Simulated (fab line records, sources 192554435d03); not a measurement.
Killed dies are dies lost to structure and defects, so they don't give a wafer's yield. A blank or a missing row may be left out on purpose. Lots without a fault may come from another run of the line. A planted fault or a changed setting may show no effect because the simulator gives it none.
Which tool did it? | flow n5_finfet | 24 lots, 72 wafers sampled, at 1 step of a route of 1938

WHAT THE GAUGES READ, wafer by wafer
N5_GATE_CUT_INSPECT_15: inspects for defects (brightfield). Usual: raw_defect_count 132, standard deviation 37.
lot  | measured     | on                | raw_defect_count | flag
L074 | day 4 13:01  | defect_inspect-01 | 69 152 140       |
L075 | day 4 15:32  | defect_inspect-01 | 84 107 134       |
L076 | day 4 22:28  | defect_inspect-02 | 157 252 175      |
L077 | day 5 04:03  | defect_inspect-02 | 89 109 111       |
L078 | day 5 12:51  | defect_inspect-01 | 70 110 95        |
L079 | day 5 19:21  | defect_inspect-02 | 125 85 178       |
L080 | day 5 23:50  | defect_inspect-01 | 155 187 121      |
L081 | day 6 07:03  | defect_inspect-02 | 166 133 184      |
L082 | day 6 13:52  | defect_inspect-02 | 133 175 95       |
L083 | day 6 20:37  | defect_inspect-01 | 203 132 177      |
L084 | day 7 05:07  | defect_inspect-01 | 79 104 52        |
L085 | day 7 06:56  | defect_inspect-02 | 132 158 127      |
L086 | day 7 18:59  | defect_inspect-01 | 178 140 119      |
L087 | day 7 22:17  | defect_inspect-01 | 177 106 122      |
L088 | day 8 01:55  | defect_inspect-02 | 162 111 103      |
L089 | day 8 11:11  | defect_inspect-01 | 79 130 144       |
L090 | day 8 14:59  | defect_inspect-01 | 72 111 123       |
L091 | day 8 21:27  | defect_inspect-01 | 121 159 100      |
L092 | day 9 07:49  | defect_inspect-01 | 101 116 191      |
L093 | day 9 07:52  | defect_inspect-02 | 87 113 81        |
L094 | day 9 17:43  | defect_inspect-01 | 121 159 159      |
L095 | day 9 21:55  | defect_inspect-02 | 144 204 147      |
L096 | day 10 07:08 | defect_inspect-02 | 136 93 133       |
L097 | day 10 16:00 | defect_inspect-02 | 146 177 179      |

WHICH TOOL RAN EACH LOT (tool, then ch and the chambers of the sampled wafers, then the start)
The record holds no process step before these readings.

WHAT THE TOOLS THEMSELVES READ (means of the sampled wafers that have a number; where no wafer has one, the mark that the record gives instead)
The record holds no such reading with a usual standard deviation.

THE ANSWER, worked out from the rows above alone
Rule: a lot is off if the mean of its wafers that have a number lies more than 3 standard deviations from the usual mean. A lot without any number at a reading at which 4 lots or more have one is off too. The other lots that the step has rows for count as sound. The gauges are gone through in route order, then the tools' own readings, and for those a lot's mean is taken as printed above. The first step at which some lot is off is used, and at that step the reading that is off furthest; a lot without a number counts as furthest.
No lot is off at any reading shown: from this, nothing can be told.

WHAT THE SIMULATOR HAD PUT IN
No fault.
